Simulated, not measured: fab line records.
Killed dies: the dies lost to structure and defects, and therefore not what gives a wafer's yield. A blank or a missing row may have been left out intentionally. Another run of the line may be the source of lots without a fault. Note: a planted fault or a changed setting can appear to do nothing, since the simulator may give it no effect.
Matching of chambers | flow n5_finfet | N5_BEOL_M4_STRIP_66 on rie_diel-06: 4 sister chambers
The step strips in CF4. 4 wafers are shown with their chamber, then 7 later ones without.

## WAFERS WITH THEIR CHAMBER
wafer  | chamber | throttle_valve_pct (%)
L079.1 | 1       | 13.59
L079.2 | 2       | 13.63
L081.2 | 3       | 13.23
L081.4 | 0       | 13.86

## WAFERS WITHOUT THEIR CHAMBER
wafer  | throttle_valve_pct (%)
L081.5 | 13.21
L088.1 | 13.68
L088.2 | 13.24
L088.4 | 13.87
L092.1 | 13.68
L092.2 | 13.89
L092.5 | 13.89

## CHAMBER TAKEN BY EACH
wafer  | from the rows above     | in truth
L081.5 | 3                       | 3
L088.1 | can't be placed: 2 or 1 | 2
L088.2 | 3                       | 3
L088.4 | 0                       | 0
L092.1 | can't be placed: 2 or 1 | 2
L092.2 | 0                       | 0
L092.5 | 0                       | 0
Correctly placed: 5 of 7. These rows do not allow placing 2 (true chamber among the candidates in 2). Number placed wrongly: 0.
How it was worked out, from the rows above alone: a wafer's distance from a chamber is the root of the sum, over the readings, of the square of ((its reading less the chamber's mean) divided by the reading's scatter). The wafer belongs to the nearest chamber; if the next one is less than 2 further off, it can't be placed. A chamber's mean is the mean of its shown wafers. The scatter: root of mean squared gap, hidden wafer to nearest shown wafer, with one shown wafer a chamber.
